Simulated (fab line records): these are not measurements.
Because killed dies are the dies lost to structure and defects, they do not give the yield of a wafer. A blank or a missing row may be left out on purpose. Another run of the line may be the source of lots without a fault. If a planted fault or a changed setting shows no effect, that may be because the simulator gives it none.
Lot-split experiment || flow n5_finfet || route with 1938 steps; 7 lots, 21 wafers read

ON THE SPLIT
At N5_BEOL_M8_ETCH_65 (etches SiARC in CF4, target depth 15.6 nm, time 26 s), the setting source_w was moved away from the recipe's 545 W on 8 of the 21 wafers read, by -12.1% to +15.1%. The other wafers ran this setting at the recipe's value.

Reading taken at the split's own step.

THE READING
rf_vpp_V, in V, at N5_BEOL_M8_ETCH_65 (etches SiARC in CF4, target depth 15.6 nm, time 26 s). Fault-free wafers of this fab line usually give 184.5 V, standard deviation 1.2 V.

{"wafer": "L074.2", "tool, chamber at the split": "rie_diel-02, 3", "source_w as run, W": 545, "against the recipe": "recipe", "rf_vpp_V, V": 184.0, "against lot-mates on the recipe": "-"}
{"wafer": "L074.4", "tool, chamber at the split": "rie_diel-02, 1", "source_w as run, W": 607.3, "against the recipe": "+11.4%", "rf_vpp_V, V": 178.8, "against lot-mates on the recipe": -6.1}
{"wafer": "L074.6", "tool, chamber at the split": "rie_diel-02, 2", "source_w as run, W": 545, "against the recipe": "recipe", "rf_vpp_V, V": 185.9, "against lot-mates on the recipe": "-"}
{"wafer": "L075.3", "tool, chamber at the split": "rie_diel-02, 1", "source_w as run, W": 545, "against the recipe": "recipe", "rf_vpp_V, V": 185.3, "against lot-mates on the recipe": "-"}
{"wafer": "L075.5", "tool, chamber at the split": "rie_diel-02, 3", "source_w as run, W": 545, "against the recipe": "recipe", "rf_vpp_V, V": 182.2, "against lot-mates on the recipe": "-"}
{"wafer": "L075.6", "tool, chamber at the split": "rie_diel-02, 2", "source_w as run, W": 479.1, "against the recipe": "-12.1%", "rf_vpp_V, V": 194.2, "against lot-mates on the recipe": "+10.4"}
{"wafer": "L080.1", "tool, chamber at the split": "rie_diel-02, 3", "source_w as run, W": 502.2, "against the recipe": "-7.9%", "rf_vpp_V, V": 187.9, "against lot-mates on the recipe": "+3.0"}
{"wafer": "L080.2", "tool, chamber at the split": "rie_diel-02, 1", "source_w as run, W": 545, "against the recipe": "recipe", "rf_vpp_V, V": 184.9, "against lot-mates on the recipe": "-"}
{"wafer": "L080.4", "tool, chamber at the split": "rie_diel-02, 0", "source_w as run, W": 545, "against the recipe": "recipe", "rf_vpp_V, V": 185.0, "against lot-mates on the recipe": "-"}
{"wafer": "L084.3", "tool, chamber at the split": "rie_diel-02, 2", "source_w as run, W": 545, "against the recipe": "recipe", "rf_vpp_V, V": 184.6, "against lot-mates on the recipe": "-"}
{"wafer": "L084.4", "tool, chamber at the split": "rie_diel-02, 3", "source_w as run, W": 545, "against the recipe": "recipe", "rf_vpp_V, V": 183.2, "against lot-mates on the recipe": "-"}
{"wafer": "L084.5", "tool, chamber at the split": "rie_diel-02, 0", "source_w as run, W": 545, "against the recipe": "recipe", "rf_vpp_V, V": 181.5, "against lot-mates on the recipe": "-"}
{"wafer": "L088.2", "tool, chamber at the split": "rie_diel-05, 3", "source_w as run, W": 627.2, "against the recipe": "+15.1%", "rf_vpp_V, V": 176.8, "against lot-mates on the recipe": -7.5}
{"wafer": "L088.4", "tool, chamber at the split": "rie_diel-05, 2", "source_w as run, W": 545, "against the recipe": "recipe", "rf_vpp_V, V": 184.3, "against lot-mates on the recipe": "-"}
{"wafer": "L088.6", "tool, chamber at the split": "rie_diel-05, 1", "source_w as run, W": 627.2, "against the recipe": "+15.1%", "rf_vpp_V, V": 177.4, "against lot-mates on the recipe": -6.9}
{"wafer": "L091.3", "tool, chamber at the split": "rie_diel-05, 1", "source_w as run, W": 494.5, "against the recipe": "-9.3%", "rf_vpp_V, V": 190.2, "against lot-mates on the recipe": "+6.1"}
{"wafer": "L091.5", "tool, chamber at the split": "rie_diel-05, 0", "source_w as run, W": 494.5, "against the recipe": "-9.3%", "rf_vpp_V, V": 191.7, "against lot-mates on the recipe": "+7.6"}
{"wafer": "L091.6", "tool, chamber at the split": "rie_diel-05, 1", "source_w as run, W": 545, "against the recipe": "recipe", "rf_vpp_V, V": 184.1, "against lot-mates on the recipe": "-"}
{"wafer": "L082.1", "tool, chamber at the split": "rie_diel-02, 3", "source_w as run, W": 505.8, "against the recipe": "-7.2%", "rf_vpp_V, V": 187.0, "against lot-mates on the recipe": "+1.4"}
{"wafer": "L082.3", "tool, chamber at the split": "rie_diel-02, 0", "source_w as run, W": 545, "against the recipe": "recipe", "rf_vpp_V, V": 187.3, "against lot-mates on the recipe": "-"}
{"wafer": "L082.6", "tool, chamber at the split": "rie_diel-02, 3", "source_w as run, W": 545, "against the recipe": "recipe", "rf_vpp_V, V": 183.8, "against lot-mates on the recipe": "-"}

THE FIT
A straight line over all 21 wafers: rf_vpp_V changes by -0.56 V for each +1% of source_w; r = -0.93; the points scatter about the line by 1.6 V.
The same after taking each lot's own level away (the mean of its wafers on the recipe; 21 wafers): -0.564 V for each +1%; r = -0.93; scatter 1.6 V.
According to that fit, moving source_w by its largest amount changes the reading by 8.5 V.
The lots' own levels span 183.10 to 185.55 V, that is 2.0 times the standard deviation above.
Consequently the slope shifts little with the lot-to-lot level, the two slopes agreeing.
Check: -8.51 V against its lot-mates is what the line predicts for one of the wafers moved furthest among these (+15.1%) when that wafer is left out of the fit. Against them it came out at -7.5 V.
Tool readings at the split's step, against how far the setting was moved: etch_rf_on_time_s r = -0.96; rf_vpp_V r = -0.93.

ADDITIONAL SPLITS CARRIED BY THESE WAFERS
Before the reading, these wafers also passed through other splits. Each is held against what the fit with the lots' levels taken away leaves over:
{"other split on the same wafers": "N5_BEOL_M4_COAT_76 spin_rpm", "wafers away from the commonest value": 5, "r with rf_vpp_V (lot level and that fit taken away)": "+0.06"}
{"other split on the same wafers": "N5_BEOL_M4_EXPOSE_25 dose_mj", "wafers away from the commonest value": 5, "r with rf_vpp_V (lot level and that fit taken away)": -0.10}
{"other split on the same wafers": "N5_BEOL_M5_SPUTTER_88 time_s", "wafers away from the commonest value": 4, "r with rf_vpp_V (lot level and that fit taken away)": -0.15}
{"other split on the same wafers": "N5_BEOL_M6_TRENCH_ETCH_37 source_w", "wafers away from the commonest value": 4, "r with rf_vpp_V (lot level and that fit taken away)": "+0.18"}
{"other split on the same wafers": "N5_BEOL_M7_ETCH_61 source_w", "wafers away from the commonest value": 6, "r with rf_vpp_V (lot level and that fit taken away)": -0.01}

THE WHOLE CHAIN: every reading that the file lists as answering this split, in the file's order
{"step": "N5_BEOL_M8_ETCH_65", "what it does": "etches SiARC in CF4, target depth 15.6 nm, time 26 s", "reading": "etch_rf_on_time_s", "change (the file's fit)": "withheld for each +1% of the setting", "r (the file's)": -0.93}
{"step": "N5_BEOL_M8_ETCH_65", "what it does": "etches SiARC in CF4, target depth 15.6 nm, time 26 s", "reading": "rf_vpp_V", "change (the file's fit)": "-0.574 V for each +1% of the setting", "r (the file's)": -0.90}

THE FILE'S OWN FIT
rf_vpp_V changes by -0.574 V for each +1% of source_w, r = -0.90.
